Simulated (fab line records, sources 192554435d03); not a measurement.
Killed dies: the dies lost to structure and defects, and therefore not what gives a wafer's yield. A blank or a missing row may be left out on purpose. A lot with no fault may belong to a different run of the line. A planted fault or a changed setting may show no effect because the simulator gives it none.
fab line records	flow n5-finfet
[record] lots = 12	wafers = 35	last-day = 17
route steps=1938 shown BEOL_M10@1515 BEOL_M11@1551 PASSIVATION@1936
lots with no fault: from the same line, run without faults
start-h: hours from the record's opening day to when the first of the lot's shown wafers began	wait-h: how many hours have passed since the lot's step before this one	" unchanged from the row above	L1.1+2: a single row standing in for several wafers	- no value, or no start was given	* or withheld: withheld	< > ~ a bound
route shown NAME@n: NAME is a module with steps in the file, n the number in the route of the first one	usual: mean/standard deviation taken from wafers without a fault	same: alike in all rows	chamber/n: place in a boat	sites: each site's reading	_std_site: standard deviation across them	_edge_site: outer sites' mean less inner sites'	radius-mm: for every site, how far away it sits from the centre of the wafer	mask NAME#n: copy n	behind: the last tool/chamber to shape the wafer	hold: reason for holding the lot/hours on hold/outcome of the hold	device: the transistor (n, p or np) that didn't switch	end of line: the same wafers' tests at the end of the route	a step with no rows: only its recipe	killed: the dies lost at the first sort to structure and to defects; this is not the yield of the wafer	map: per-die view of a wafer (x killed, . not killed, _ where there is no die)
set.NAME: the setting that was run; set.NAME@STEP: the one run at that earlier step	model.NAME: the simulator's own value behind a step, which no gauge read
steps of the route over a sample of lots; a table a step, a row a wafer
services: when a tool's chamber went out of use (start-h, in hours from the record's first day, below 0 if earlier), for how many hours, and the reason
[[steps]]
[step N5_BEOL_M10_OCD_MEAS_38]
[usual] trench-depth-nm = 149.0/1.9
lot.wafer	tool	chamber	start-h	wait-h	trench-depth-nm
L459.1	ocd-02	-	225.66	-	151.6
L459.2	"	-	"	"	150.8
L459.3	"	-	"	"	148.5
L461.1	ocd-02	-	229.30	-	148.6
L461.2	"	-	"	"	147.0
L461.4	"	-	"	"	148.1
L462.1	ocd-01	-	232.27	-	149.4
L462.5	"	-	"	"	148.9
L462.6	"	-	"	"	148.3
L465.2	ocd-02	-	260.20	-	149.2
L465.5	"	-	"	"	152.9
L465.6	"	-	"	"	149.6
L467.2	ocd-01	-	266.64	-	152.9
L467.5	"	-	"	"	149.7
L467.6	"	-	"	"	147.9
L473.3	ocd-01	-	295.34	-	150.9
L473.4	"	-	"	"	147.3
L474.1	ocd-01	-	305.89	-	149.8
L474.3	"	-	"	"	148.9
L474.6	"	-	"	"	148.3
L476.1	ocd-02	-	320.15	-	150.1
L476.5	"	-	"	"	148.8
L476.6	"	-	"	"	148.4
L479.2	ocd-02	-	333.65	-	149.5
L479.4	"	-	"	"	149.6
L479.6	"	-	"	"	150.7
L478.1	ocd-02	-	335.86	-	153.2
L478.2	"	-	"	"	147.9
L478.4	"	-	"	"	148.2
L481.2	ocd-02	-	352.59	-	151.7
L481.4	"	-	"	"	147.1
L481.6	"	-	"	"	151.0
L480.1	ocd-02	-	359.18	-	152.5
L480.4	"	-	"	"	149.3
L480.6	"	-	"	"	149.6
[step N5_BEOL_M10_CMP_52]
[recipe] stop-on = SiCOH_lowk	t-overpolish-s = 7	down-force-psi = 1	platen-rpm = 50	clearing-platen-down-force-psi = 1.5	clearing-platen-rpm = 50	post-cmp-clean = cu-alkaline	target-thk-nm = 140	clearing-platen-pad-velocity-m-s = 0.99484	pad-velocity-m-s = 0.99484
[usual] barrier-field-endpoint-s = 28.9/0.58	motor-current-A = 5.9/0.6	overpolish-run-s = 7.002/0.0085	time-to-endpoint-s = 67.2/2.8
lot.wafer	tool	chamber	start-h	wait-h	barrier-field-endpoint-s	motor-current-A	overpolish-run-s	time-to-endpoint-s
L459.1	cmp-02	0	228.35	0.3	29.4	5.9	7.005	68.1
L459.2	"	2	"	"	28.5	5.7	7.003	67.1
L459.3	"	3	"	"	29.2	6.3	7.013	67.5
L461.1	cmp-03	3	232.96	0.3	29.0	6.5	7.000	70.4
L461.2	"	1	"	"	28.8	5.7	6.986	66.6
L461.4	"	2	"	"	28.7	6.7	6.995	67.2
L462.1	cmp-02	0	234.44	0.3	28.3	6.0	6.998	63.6
L462.5	"	0	"	"	28.5	6.2	7.009	68.0
L462.6	"	1	"	"	29.0	6.7	7.015	64.6
L465.2	cmp-02	1	264.35	0.3	28.4	6.9	7.004	65.2
L465.5	"	3	"	"	28.7	6.5	7.009	65.8
L465.6	"	0	"	"	28.4	5.9	7.004	66.9
L467.2	cmp-04	0	268.80	0.2	28.8	5.6	6.987	67.3
L467.6	"	0	"	"	29.3	5.8	7.010	68.6
L467.5	"	1	"	"	29.3	5.2	7.002	64.9
L473.4	cmp-04	0	298.34	0.1	29.7	5.8	7.001	70.4
L473.3	"	2	"	"	29.0	7.2	7.003	66.0
L474.1	cmp-04	3	308.37	0.3	28.5	5.9	7.016	66.0
L474.3	"	0	"	"	28.9	5.4	7.001	68.5
L474.6	"	3	"	"	28.9	5.3	6.998	66.1
L476.1	cmp-03	1	323.51	1.0	28.0	5.5	6.997	61.7
L476.6	"	2	"	"	29.8	6.6	7.011	67.9
L476.5	"	3	"	"	29.6	6.5	6.994	64.9
L479.2	cmp-03	1	336.86	0.2	28.2	5.5	7.013	64.3
L479.4	"	3	"	"	29.0	6.4	6.996	67.0
L479.6	"	1	"	"	28.5	5.5	6.982	64.7
L478.1	cmp-04	2	337.91	0.3	29.3	6.9	7.010	63.3
L478.4	"	3	"	"	28.8	5.4	7.000	62.1
L478.2	"	1	"	"	27.5	5.2	6.984	65.7
L481.4	cmp-04	3	354.68	0.1	28.6	5.4	7.023	68.9
L481.2	"	2	"	"	28.2	7.0	7.002	67.5
L481.6	"	0	"	"	29.4	5.4	7.003	73.5
L480.1	cmp-04	0	360.88	0.3	29.3	5.4	6.996	66.1
L480.4	"	1	"	"	29.1	5.2	6.991	66.0
L480.6	"	3	"	"	29.5	6.0	7.002	66.1
[step N5_BEOL_M11_INSPECT_13]
[recipe] mode = adi	inspect-instrument = brightfield
[usual] raw-defect-count = 399/75
lot.wafer	tool	chamber	start-h	wait-h	raw-defect-count
L459.1	defect-inspect-01	-	230.61	0.0	256
L459.2	"	-	"	"	285
L459.3	"	-	"	"	251
L461.1	defect-inspect-01	-	236.33	0.0	457
L461.2	"	-	"	"	326
L461.4	"	-	"	"	396
L462.1	defect-inspect-01	-	236.76	0.0	592
L462.5	"	-	"	"	384
L462.6	"	-	"	"	567
L465.2	defect-inspect-01	-	267.48	0.0	341
L465.5	"	-	"	"	400
L465.6	"	-	"	"	296
L467.2	defect-inspect-02	-	270.82	0.0	446
L467.5	"	-	"	"	360
L467.6	"	-	"	"	282
L473.3	defect-inspect-01	-	300.21	0.0	427
L473.4	"	-	"	"	373
L474.1	defect-inspect-01	-	311.34	0.0	443
L474.3	"	-	"	"	375
L474.6	"	-	"	"	279
L476.1	defect-inspect-02	-	327.07	0.0	469
L476.5	"	-	"	"	352
L476.6	"	-	"	"	517
L479.2	defect-inspect-02	-	341.64	0.0	440
L479.4	"	-	"	"	383
L479.6	"	-	"	"	355
L478.1	defect-inspect-02	-	341.94	0.0	358
L478.2	"	-	"	"	491
L478.4	"	-	"	"	461
L481.2	defect-inspect-01	-	356.88	0.0	315
L481.4	"	-	"	"	363
L481.6	"	-	"	"	341
L480.1	defect-inspect-01	-	365.51	0.0	276
L480.4	"	-	"	"	327
L480.6	"	-	"	"	339
[step N5_BEOL_M11_PEB_26]
[recipe] peb-temp-c = withheld	peb-time-s = 60	resist = CAR-ArF
lot.wafer	tool	chamber	start-h	wait-h
L459.1+2+3	litho-track-04	0	231.62	0.1
L461.1+2+4	litho-track-04	0	238.09	0.1
L462.1+5+6	litho-track-04	0	238.26	0.1
L465.2+5+6	litho-track-04	0	269.19	0.1
L467.2+5+6	litho-track-04	0	272.45	0.1
L473.3+4	litho-track-04	0	301.83	0.0
L474.1+3+6	litho-track-04	0	313.44	0.1
L476.1+5+6	litho-track-02	0	329.52	0.1
L479.2+4+6	litho-track-01	0	343.22	0.1
L478.1+2+4	litho-track-02	0	343.26	0.1
L481.2+4+6	litho-track-01	0	358.47	0.1
L480.1+4+6	litho-track-01	0	367.88	0.1
[step N5_BEOL_M11_CD_MEAS_28]
[recipe] target-cd-nm = 70	landing-energy-ev = 500	detector = se-inlens	polarity = opening
[usual] cd-nm = 69.9/0.79
lot.wafer	tool	chamber	start-h	wait-h	cd-nm
L459.1	cd-sem-02	0	231.69	-	69.3
L459.2	"	0	"	"	69.9
L459.3	"	0	"	"	70.1
L461.1	cd-sem-01	0	238.16	-	69.1
L461.2	"	0	"	"	70.8
L461.4	"	0	"	"	68.6
L462.1	cd-sem-01	0	238.33	-	68.5
L462.5	"	0	"	"	68.8
L462.6	"	0	"	"	69.0
L465.2	cd-sem-02	0	269.26	-	69.8
L465.5	"	0	"	"	69.1
L465.6	"	0	"	"	69.1
L467.2	cd-sem-01	0	272.52	-	68.9
L467.5	"	0	"	"	69.3
L467.6	"	0	"	"	69.5
L473.3	cd-sem-01	0	301.89	-	63.3
L473.4	"	0	"	"	64.0
L474.1	cd-sem-01	0	313.51	-	63.9
L474.3	"	0	"	"	64.4
L474.6	"	0	"	"	64.7
L476.1	cd-sem-02	0	329.59	-	69.1
L476.5	"	0	"	"	69.3
L476.6	"	0	"	"	69.2
L479.2	cd-sem-01	0	343.29	-	70.1
L479.4	"	0	"	"	71.3
L479.6	"	0	"	"	71.2
L478.1	cd-sem-03	0	343.33	-	70.8
L478.2	"	0	"	"	69.7
L478.4	"	0	"	"	69.8
L481.2	cd-sem-03	0	358.53	-	70.6
L481.4	"	0	"	"	69.6
L481.6	"	0	"	"	68.9
L480.1	cd-sem-01	0	367.95	-	70.4
L480.4	"	0	"	"	70.8
L480.6	"	0	"	"	70.9
[step N5_PASSIVATION_PROBE_49]
[usual] defect-limited-yield = 91.5/1.4	killed_at_M0_to_M3 = 33/10	killed_at_M4_up = 13/5	killed-at-contacts = 13/5.6	killed-at-front-end = 38/12	killed-at-other = 3.9/2.7	killed-dies = 100/16	killed-open = 66/13	killed-short = 32/7.2	sort_bin_5_function = 5.0/0.97	sort_bin_6_memory = 3.2/0.61	sort-n-pass = 1080/16	sort-yield-pct = 91.5/1.4
[same] gross-dies = 1180	killed-at-back-side = 0	sort_bin_4_leakage[%] = 0	sort_bin_8_speed[%] = 0
lot.wafer	tool	chamber	start-h	wait-h	defect-limited-yield[%]	killed_at_M0_to_M3	killed_at_M4_up	killed-at-contacts	killed-at-front-end	killed-at-other	killed-dies	killed-open	killed-short	sort_bin_5_function[%]	sort_bin_6_memory[%]	sort-n-pass	sort-yield-pct[%]
L473.4	prober-01	-	346.82	0.2	92.6	25	12	6	42	2	87	63	22	3.7	3.6	1093	92.6
L474.1	prober-02	-	356.75	0.0	92.2	29	23	18	22	0	92	54	33	5.0	2.5	1088	92.2
L474.3	prober-02	-	356.85	0.1	90.9	52	16	12	24	3	107	74	29	5.8	3.0	1073	90.9
L474.6	prober-02	-	357.00	0.3	92.1	36	7	8	39	3	93	71	20	5.3	2.5	1087	92.1
// killed by level:class
L473.4 STI_FIN_REVEAL:geometric-particle:open=23 MOL_CONTACT_COAG:geometric-particle:open=6 BEOL_M0_SAQP:geometric-particle:short=6 BEOL_M1:geometric-particle:open=5 BEOL_M4:geometric-particle:open=4 BEOL_M0_SAQP:geometric-particle:open=4 BEOL_M3:geometric-particle:open=4 DUMMY_GATE:geometric-particle:open=3
L474.1 MOL_CONTACT_COAG:geometric-particle:open=10 BEOL_M4:geometric-particle:open=9 MOL_CONTACT_COAG:geometric-particle:short=8 BEOL_M3:geometric-particle:open=8 FIN_SAQP:geometric-particle:open=4 BEOL_M0_SAQP:geometric-particle:short=4 BEOL_M2:geometric-particle:short=4 BEOL_M11:area-peb=4
L474.3 BEOL_M0_SAQP:geometric-particle:short=12 BEOL_M3:geometric-particle:open=11 MOL_CONTACT_COAG:geometric-particle:open=9 BEOL_M2:geometric-particle:open=8 BEOL_M0_SAQP:geometric-particle:open=6 BEOL_M4:geometric-particle:open=6 DUMMY_GATE:geometric-particle:open=5 BEOL_M0:geometric-particle:open=5
L474.6 STI_FIN_REVEAL:geometric-particle:open=11 BEOL_M1:geometric-particle:open=10 FIN_SAQP:geometric-particle:short=9 BEOL_M0_SAQP:geometric-particle:open=9 FIN_SAQP:geometric-particle:open=8 MOL_CONTACT_COAG:geometric-particle:open=8 BEOL_M2:geometric-particle:open=7 ILD0:geometric-particle:open=4
[[services]]
tool	chamber	start-h	hours	kind
cmp-03	-	204.75	0.8	repair
cmp-04	-	217.47	0.5	repair
cmp-02	-	246.20	5.2	pm
cmp-04	-	257.09	2.7	pm
litho-track-01	-	281.54	-	consumable-replace:filter
cmp-03	-	288.14	4.0	pm
cmp-03	-	292.14	-	consumable-replace:conditioner
cmp-03	-	292.14	-	consumable-replace:pad
cmp-02	-	294.59	1.2	repair
cmp-04	-	310.86	17.0	pm
cmp-04	-	331.06	4.0	pm
cmp-04	-	335.06	-	consumable-replace:conditioner
cmp-04	-	335.06	-	consumable-replace:pad
cmp-04	-	335.59	0.7	repair
litho-track-01	-	352.44	-	consumable-replace:filter
cmp-02	-	359.51	4.0	pm
cmp-02	-	363.51	-	consumable-replace:conditioner
cmp-02	-	363.51	-	consumable-replace:pad
litho-track-04	-	364.29	-	consumable-replace:filter
[[key]]
[first-sign] step = N5_BEOL_M11_CD_MEAS_28	reading = cd-nm	direction = down	sigmas = 7.4	usual = 69.9	struck = 64.0
effect none on later readings
met-at N5_BEOL_M11_PEB_26
struck-lots L473,L474
not-acting-at N5_BEOL_M10_OCD_MEAS_38,N5_BEOL_M10_CMP_52,N5_BEOL_M11_INSPECT_13
onset-between 272.45 301.83
[fault] kind = process-parameter-drift	tool = litho-track-04	chamber = -	onset-h = 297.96	steps = N5_BEOL_M11_PEB_26	channel = peb-time-s	offset = *	shape = step	end-h = 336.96	acts-in = *	stated = *
